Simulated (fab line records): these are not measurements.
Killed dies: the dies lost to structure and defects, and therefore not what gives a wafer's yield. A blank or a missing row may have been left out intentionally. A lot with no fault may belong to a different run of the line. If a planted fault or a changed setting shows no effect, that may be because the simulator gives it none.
fab line records + flow nand_harc
record:
- lots: 15
- wafers: 45
- last_day: 24
route steps=1159 shown P_CONTACT@246 P_M0@274 P_M1@293
lots with no fault: from the same line, run without faults
start_h: start of the lot's first displayed wafer, in hours after the record's first day + wait_h: time in hours since the lot's previous step + " unchanged from the row above + L1.1+2: a row that stands for several wafers + - no value present, or no start provided + * or withheld: withheld + < > ~ a bound
route shown NAME@n: NAME is a module with steps in the file, n the number in the route of the first one + usual: mean/standard deviation taken from wafers without a fault + same: alike in all rows + chamber/n: place in a boat + sites: readings site by site + _std_site: standard deviation of those values + _edge_site: mean of outer sites minus mean of inner sites + radius_mm: for every site, how far away it sits from the centre of the wafer + mask NAME#n: copy n + behind: the last tool/chamber to shape the wafer + hold: what put the lot on hold/how long, in hours/how the hold closed + device: whichever transistor did not switch (one of n, p or np) + end of line: tests run on the same wafers once the route is complete + a step without rows: its recipe alone + killed: dies lost to structure and defects at the first sort, not the wafer's yield + map: dies across one wafer; x = killed, . = not, _ = none there
set.NAME: setting as actually run; set.NAME@STEP: the setting as run at that earlier step + model.NAME: the simulator's own value behind a step, which no gauge read
a sample of lots followed through the steps of the route, with each step as a table and each wafer as a row
services: a tool's chamber out of use, with start hour (start_h, from the record's first day; less than 0 if before it), hours out, and reason
== steps ==
step: NHARC_P_CONTACT_PVD_32
recipe:
- target_thk_a: 50
- chamber_pressure_pa: 5
- power_w: 5000
- substrate_temp_c: 200
- time_s: 17.7
- material: Ti
usual:
- substrate_temp_c: 199.98/0.17
- throttle_valve_pct: 29.7/1.4
same:
- time_s: 17.7
| lot.wafer | tool           | chamber | start_h | wait_h | substrate_temp_c | throttle_valve_pct |
|-----------|----------------|---------|---------|--------|------------------|--------------------|
| L927.1    | pvd_sputter-01 | -       | -       | -      | 200.11           | 29.1               |
| L927.2    | "              | -       | "       | "      | 199.98           | 29.2               |
| L927.5    | "              | -       | "       | "      | 199.79           | 27.4               |
| L929.2    | pvd_sputter-01 | -       | -       | -      | 200.27           | 32.0               |
| L929.1    | "              | -       | "       | "      | 200.08           | 29.2               |
| L929.6    | "              | -       | "       | "      | 200.00           | 32.1               |
| L931.3    | pvd_sputter-01 | -       | -       | -      | 200.13           | 27.1               |
| L931.4    | "              | -       | "       | "      | 200.16           | 32.1               |
| L931.1    | "              | -       | "       | "      | 199.78           | 29.1               |
| L930.4    | pvd_sputter-02 | -       | -       | -      | 199.97           | 31.2               |
| L930.2    | "              | -       | "       | "      | 200.32           | 30.3               |
| L930.3    | "              | -       | "       | "      | 199.98           | 30.1               |
| L932.3    | pvd_sputter-02 | -       | -       | -      | 200.17           | 31.3               |
| L932.4    | "              | -       | "       | "      | 199.75           | 29.9               |
| L932.1    | "              | -       | "       | "      | 200.00           | 30.3               |
| L933.4    | pvd_sputter-01 | -       | -       | -      | 199.63           | 29.3               |
| L933.3    | "              | -       | "       | "      | 200.00           | 29.4               |
| L933.6    | "              | -       | "       | "      | 199.76           | 29.4               |
| L934.2    | pvd_sputter-03 | -       | -       | -      | 200.01           | 28.0               |
| L934.1    | "              | -       | "       | "      | 199.81           | 29.2               |
| L934.6    | "              | -       | "       | "      | 199.97           | 28.3               |
| L942.4    | pvd_sputter-01 | -       | -       | -      | 199.82           | 30.4               |
| L942.2    | "              | -       | "       | "      | 200.24           | 28.4               |
| L942.6    | "              | -       | "       | "      | 200.33           | 27.4               |
| L943.3    | pvd_sputter-03 | -       | -       | -      | 200.31           | 30.8               |
| L943.5    | "              | -       | "       | "      | 200.00           | 30.5               |
| L943.6    | "              | -       | "       | "      | 200.07           | 29.7               |
| L945.4    | pvd_sputter-03 | -       | -       | -      | 200.08           | 30.7               |
| L945.5    | "              | -       | "       | "      | 199.97           | 30.8               |
| L945.6    | "              | -       | "       | "      | 199.94           | 29.6               |
| L947.2    | pvd_sputter-01 | -       | -       | -      | 200.12           | 27.3               |
| L947.1    | "              | -       | "       | "      | 199.93           | 28.4               |
| L947.6    | "              | -       | "       | "      | 199.96           | 30.4               |
| L946.4    | pvd_sputter-01 | -       | -       | -      | 200.04           | 32.1               |
| L946.3    | "              | -       | "       | "      | 199.84           | 30.1               |
| L946.6    | "              | -       | "       | "      | 199.73           | 28.3               |
| L948.1    | pvd_sputter-01 | -       | -       | -      | 200.07           | 31.9               |
| L948.4    | "              | -       | "       | "      | 200.15           | 30.3               |
| L948.6    | "              | -       | "       | "      | 199.68           | 32.1               |
| L949.2    | pvd_sputter-01 | -       | -       | -      | 199.90           | 32.1               |
| L949.3    | "              | -       | "       | "      | 200.19           | 28.6               |
| L949.6    | "              | -       | "       | "      | 200.02           | 28.6               |
| L950.4    | pvd_sputter-02 | -       | -       | -      | 199.87           | 30.5               |
| L950.2    | "              | -       | "       | "      | 200.10           | 29.9               |
| L950.6    | "              | -       | "       | "      | 199.92           | 31.4               |
step: NHARC_P_M0_PVD_20
recipe:
- target_thk_a: 50
- bias_v: 168.6
- power_w: 15000
- chamber_pressure_pa: 0.12
- time_s: 8.06
- substrate_temp_c: 50
- material: TaN
usual:
- substrate_temp_c: 50.01/0.11
- throttle_valve_pct: 29.7/1.3
same:
- time_s: 8.06
| lot.wafer | tool           | chamber | start_h | wait_h | substrate_temp_c | throttle_valve_pct |
|-----------|----------------|---------|---------|--------|------------------|--------------------|
| L927.2    | pvd_sputter-02 | -       | -       | -      | 49.96            | 29.8               |
| L927.1    | "              | -       | "       | "      | 50.01            | 30.0               |
| L927.5    | "              | -       | "       | "      | 50.03            | 30.1               |
| L929.1    | pvd_sputter-02 | -       | -       | -      | 50.15            | 29.7               |
| L929.2    | "              | -       | "       | "      | 49.98            | 30.1               |
| L929.6    | "              | -       | "       | "      | 49.95            | 29.9               |
| L931.4    | pvd_sputter-01 | -       | -       | -      | 49.80            | 27.2               |
| L931.1    | "              | -       | "       | "      | 49.94            | 32.1               |
| L931.3    | "              | -       | "       | "      | 50.06            | 29.2               |
| L930.4    | pvd_sputter-01 | -       | -       | -      | 49.82            | 27.2               |
| L930.2    | "              | -       | "       | "      | 50.16            | 29.0               |
| L930.3    | "              | -       | "       | "      | 49.88            | 29.4               |
| L932.4    | pvd_sputter-01 | -       | -       | -      | 50.10            | 29.4               |
| L932.1    | "              | -       | "       | "      | 49.91            | 26.9               |
| L932.3    | "              | -       | "       | "      | 49.96            | 29.4               |
| L933.4    | pvd_sputter-03 | -       | -       | -      | 49.94            | 29.6               |
| L933.3    | "              | -       | "       | "      | 49.81            | 29.2               |
| L933.6    | "              | -       | "       | "      | 49.79            | 29.5               |
| L934.1    | pvd_sputter-02 | -       | -       | -      | 50.03            | 30.4               |
| L934.2    | "              | -       | "       | "      | 49.91            | 31.1               |
| L934.6    | "              | -       | "       | "      | 50.15            | 30.2               |
| L942.4    | pvd_sputter-01 | -       | -       | -      | 50.00            | 28.7               |
| L942.2    | "              | -       | "       | "      | 49.95            | 27.3               |
| L942.6    | "              | -       | "       | "      | 50.00            | 31.9               |
| L943.3    | pvd_sputter-03 | -       | -       | -      | 50.18            | 30.6               |
| L943.5    | "              | -       | "       | "      | 50.00            | 27.9               |
| L943.6    | "              | -       | "       | "      | 50.06            | 30.6               |
| L945.4    | pvd_sputter-02 | -       | -       | -      | 50.11            | 31.0               |
| L945.5    | "              | -       | "       | "      | 49.83            | 31.1               |
| L945.6    | "              | -       | "       | "      | 50.07            | 30.1               |
| L947.2    | pvd_sputter-01 | -       | -       | -      | 50.01            | 32.0               |
| L947.1    | "              | -       | "       | "      | 49.88            | 28.6               |
| L947.6    | "              | -       | "       | "      | 49.93            | 32.0               |
| L946.3    | pvd_sputter-03 | -       | -       | -      | 50.06            | 29.0               |
| L946.4    | "              | -       | "       | "      | 49.84            | 28.1               |
| L946.6    | "              | -       | "       | "      | 50.01            | 28.9               |
| L948.4    | pvd_sputter-03 | -       | -       | -      | 50.08            | 28.3               |
| L948.1    | "              | -       | "       | "      | 50.09            | 30.5               |
| L948.6    | "              | -       | "       | "      | 50.06            | 30.7               |
| L949.2    | pvd_sputter-02 | -       | -       | -      | 50.04            | 30.6               |
| L949.3    | "              | -       | "       | "      | 49.94            | 30.3               |
| L949.6    | "              | -       | "       | "      | 49.93            | 29.8               |
| L950.2    | pvd_sputter-03 | -       | -       | -      | 50.05            | 30.7               |
| L950.4    | "              | -       | "       | "      | 50.15            | 28.2               |
| L950.6    | "              | -       | "       | "      | 50.04            | 29.4               |
step: NHARC_P_M1_PEB_07
recipe:
- peb_temp_c: 100
- peb_time_s: 65
usual:
- chill_plate_temp_C: 22.97/0.1
- exhaust_pa: 44.9/1
- plate_temp_C: 100.03/0.13
| lot.wafer | tool           | chamber | start_h | wait_h | chill_plate_temp_C | exhaust_pa | plate_temp_C |
|-----------|----------------|---------|---------|--------|--------------------|------------|--------------|
| L927.1    | litho_track-04 | 0       | 121.78  | 0.1    | 23.06              | 44.8       | 100.00       |
| L927.2    | "              | 0       | "       | "      | 22.96              | 44.3       | 100.03       |
| L927.5    | "              | 0       | "       | "      | 23.14              | 44.4       | 100.14       |
| L929.1    | litho_track-06 | 0       | 125.77  | 0.1    | 22.97              | 43.7       | 100.26       |
| L929.2    | "              | 0       | "       | "      | 22.84              | 44.2       | 100.07       |
| L929.6    | "              | 0       | "       | "      | 22.97              | 43.9       | 100.10       |
| L931.1    | litho_track-04 | 0       | 138.99  | 0.1    | 22.98              | 44.6       | 99.87        |
| L931.3    | "              | 0       | "       | "      | 22.92              | 45.9       | 100.02       |
| L931.4    | "              | 0       | "       | "      | 22.88              | 44.4       | 100.02       |
| L930.2    | litho_track-01 | 0       | 144.07  | 0.1    | 23.05              | 46.2       | 100.13       |
| L930.3    | "              | 0       | "       | "      | 22.93              | 44.8       | 100.41       |
| L930.4    | "              | 0       | "       | "      | 23.11              | 44.4       | 100.00       |
| L932.1    | litho_track-06 | -       | 146.16  | 0.1    | -                  | -          | -            |
| L932.3    | "              | -       | "       | "      | -                  | -          | -            |
| L932.4    | "              | -       | "       | "      | -                  | -          | -            |
| L933.3    | litho_track-04 | -       | 154.61  | 0.0    | -                  | -          | -            |
| L933.4    | "              | -       | "       | "      | -                  | -          | -            |
| L933.6    | "              | -       | "       | "      | -                  | -          | -            |
| L934.1    | litho_track-01 | -       | 165.98  | 0.1    | -                  | -          | -            |
| L934.2    | "              | -       | "       | "      | -                  | -          | -            |
| L934.6    | "              | -       | "       | "      | -                  | -          | -            |
| L942.2    | litho_track-04 | 0       | 196.90  | 0.1    | 22.84              | 46.9       | 100.10       |
| L942.4    | "              | 0       | "       | "      | 22.82              | 43.9       | 100.00       |
| L942.6    | "              | 0       | "       | "      | 22.89              | 45.6       | 99.99        |
| L943.3    | litho_track-04 | 0       | 222.51  | 0.0    | 23.04              | 46.7       | 100.28       |
| L943.5    | "              | 0       | "       | "      | 22.78              | 45.8       | 100.33       |
| L943.6    | "              | 0       | "       | "      | 22.91              | 45.1       | 100.27       |
| L945.4    | litho_track-04 | 0       | 229.95  | 0.0    | 22.91              | 44.3       | 99.98        |
| L945.5    | "              | 0       | "       | "      | 22.99              | 45.4       | 100.22       |
| L945.6    | "              | 0       | "       | "      | 23.01              | 45.8       | 100.10       |
| L947.1    | litho_track-06 | 0       | 237.02  | 0.1    | 22.83              | 45.2       | 99.88        |
| L947.2    | "              | 0       | "       | "      | 23.05              | 45.4       | 99.95        |
| L947.6    | "              | 0       | "       | "      | 23.11              | 46.7       | 100.04       |
| L946.3    | litho_track-01 | 0       | 237.75  | 0.0    | 22.75              | 45.7       | 99.99        |
| L946.4    | "              | 0       | "       | "      | 22.82              | 45.2       | 100.05       |
| L946.6    | "              | 0       | "       | "      | 22.71              | 43.3       | 100.05       |
| L948.1    | litho_track-06 | 0       | 245.56  | 0.1    | 23.09              | 45.9       | 100.10       |
| L948.4    | "              | 0       | "       | "      | 22.91              | 44.9       | 100.17       |
| L948.6    | "              | 0       | "       | "      | 23.03              | 46.1       | 100.03       |
| L949.2    | litho_track-06 | 0       | 251.14  | 0.1    | 22.97              | 43.4       | 99.97        |
| L949.3    | "              | 0       | "       | "      | 22.87              | 44.2       | 100.16       |
| L949.6    | "              | 0       | "       | "      | 22.93              | 43.7       | 100.06       |
| L950.2    | litho_track-01 | 0       | 251.56  | 0.1    | 22.85              | 43.6       | 100.19       |
| L950.4    | "              | 0       | "       | "      | 23.10              | 45.6       | 100.14       |
| L950.6    | "              | 0       | "       | "      | 22.94              | 44.3       | 100.21       |
step: NHARC_P_M1_PVD_21
recipe:
- target_thk_a: 300
- chamber_pressure_pa: 5
- power_w: 5000
- substrate_temp_c: 30
- time_s: 20.49
- material: Cu
usual:
- substrate_temp_c: 29.98/0.11
- throttle_valve_pct: 29.8/0.99
same:
- time_s: 20.49
| lot.wafer | tool           | chamber | start_h | wait_h | substrate_temp_c | throttle_valve_pct |
|-----------|----------------|---------|---------|--------|------------------|--------------------|
| L927.2    | pvd_sputter-03 | -       | -       | -      | 29.78            | 29.5               |
| L927.1    | "              | -       | "       | "      | 30.00            | 28.1               |
| L927.5    | "              | -       | "       | "      | 30.04            | 29.2               |
| L929.2    | pvd_sputter-03 | -       | -       | -      | 29.94            | 29.5               |
| L929.1    | "              | -       | "       | "      | 29.84            | 30.4               |
| L929.6    | "              | -       | "       | "      | 29.94            | 29.4               |
| L931.4    | pvd_sputter-03 | -       | -       | -      | 29.91            | 28.2               |
| L931.3    | "              | -       | "       | "      | 30.13            | 30.7               |
| L931.1    | "              | -       | "       | "      | 30.16            | 29.6               |
| L930.3    | pvd_sputter-02 | -       | -       | -      | 29.96            | 30.1               |
| L930.4    | "              | -       | "       | "      | 30.02            | 30.3               |
| L930.2    | "              | -       | "       | "      | 30.21            | 30.8               |
| L932.1    | pvd_sputter-02 | -       | -       | -      | 29.84            | 30.0               |
| L932.4    | "              | -       | "       | "      | 29.84            | 29.8               |
| L932.3    | "              | -       | "       | "      | 30.16            | 30.1               |
| L933.4    | pvd_sputter-03 | -       | -       | -      | 30.07            | 30.8               |
| L933.3    | "              | -       | "       | "      | 30.04            | 29.5               |
| L933.6    | "              | -       | "       | "      | 30.06            | 30.7               |
| L934.2    | pvd_sputter-02 | -       | -       | -      | 29.97            | 30.2               |
| L934.1    | "              | -       | "       | "      | 30.02            | 31.3               |
| L934.6    | "              | -       | "       | "      | 30.01            | 30.1               |
| L942.2    | pvd_sputter-02 | -       | -       | -      | 29.93            | 30.3               |
| L942.4    | "              | -       | "       | "      | 29.98            | 30.8               |
| L942.6    | "              | -       | "       | "      | 30.09            | 30.2               |
| L943.3    | pvd_sputter-02 | -       | -       | -      | 30.01            | 30.9               |
| L943.6    | "              | -       | "       | "      | 29.98            | 30.0               |
| L943.5    | "              | -       | "       | "      | 30.12            | 30.8               |
| L945.4    | pvd_sputter-03 | -       | -       | -      | 29.78            | 28.0               |
| L945.5    | "              | -       | "       | "      | 29.93            | 30.5               |
| L945.6    | "              | -       | "       | "      | 30.10            | 29.6               |
| L947.1    | pvd_sputter-03 | -       | -       | -      | 29.98            | 30.7               |
| L947.2    | "              | -       | "       | "      | 29.89            | 29.5               |
| L947.6    | "              | -       | "       | "      | 30.00            | 30.8               |
| L946.3    | pvd_sputter-03 | -       | -       | -      | 29.97            | 29.1               |
| L946.4    | "              | -       | "       | "      | 30.09            | 29.7               |
| L946.6    | "              | -       | "       | "      | 29.86            | 29.1               |
| L948.4    | pvd_sputter-03 | -       | -       | -      | 29.81            | 30.8               |
| L948.1    | "              | -       | "       | "      | 29.85            | 29.8               |
| L948.6    | "              | -       | "       | "      | 30.10            | 30.5               |
| L949.3    | pvd_sputter-02 | -       | -       | -      | 29.94            | 30.9               |
| L949.2    | "              | -       | "       | "      | 30.04            | 30.4               |
| L949.6    | "              | -       | "       | "      | 30.00            | 29.6               |
| L950.2    | pvd_sputter-02 | -       | -       | -      | 30.00            | 30.5               |
| L950.4    | "              | -       | "       | "      | 29.94            | 29.5               |
| L950.6    | "              | -       | "       | "      | 29.92            | 30.5               |
== services ==
| tool           | chamber | start_h | hours | kind   |
|----------------|---------|---------|-------|--------|
| litho_track-01 | -       | 93.00   | 7.0   | pm     |
| pvd_sputter-03 | -       | 102.05  | 10.0  | pm     |
| litho_track-06 | -       | 117.00  | 7.0   | pm     |
| litho_track-04 | -       | 141.00  | 7.0   | pm     |
| pvd_sputter-01 | -       | 158.03  | 10.0  | pm     |
| pvd_sputter-02 | -       | 187.60  | 2.7   | repair |
| pvd_sputter-03 | -       | 195.69  | 6.6   | repair |
| pvd_sputter-03 | -       | 226.36  | 4.4   | repair |
| pvd_sputter-02 | -       | 231.39  | 10.0  | pm     |
| pvd_sputter-01 | -       | 246.58  | 14.5  | repair |
== key ==
first_sign:
- step: NHARC_P_M1_PEB_07
- reading: tool_record
- direction: missing
effect none on later readings
met_at NHARC_P_M1_PEB_07
struck_lots L932,L933,L934
later_rows_left_out L932.1,L932.3,L932.4,L933.3,L933.4,L933.6,L934.1,L934.2,L934.6
sort_left_out L932.1,L932.3,L932.4,L933.3,L933.4,L933.6,L934.1,L934.2,L934.6
not_acting_at NHARC_P_CONTACT_PVD_32,NHARC_P_M0_PVD_20,NHARC_P_M1_PVD_21
onset_between 144.07 146.16
fault:
- kind: skipped_step_whole
- tool: litho_track-01,litho_track-04,litho_track-06
- chamber: -
- onset_h: 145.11
- steps: NHARC_P_M1_PEB_07
- scope: struck_lots_only
sort_left_out: the simulated sort isn't trusted on such a fault, so these wafers' sort isn't shown, and their yield isn't known
later_rows_left_out: the simulator's readings of these wafers behind a module that went badly wrong aren't trusted and aren't shown, but for the sort
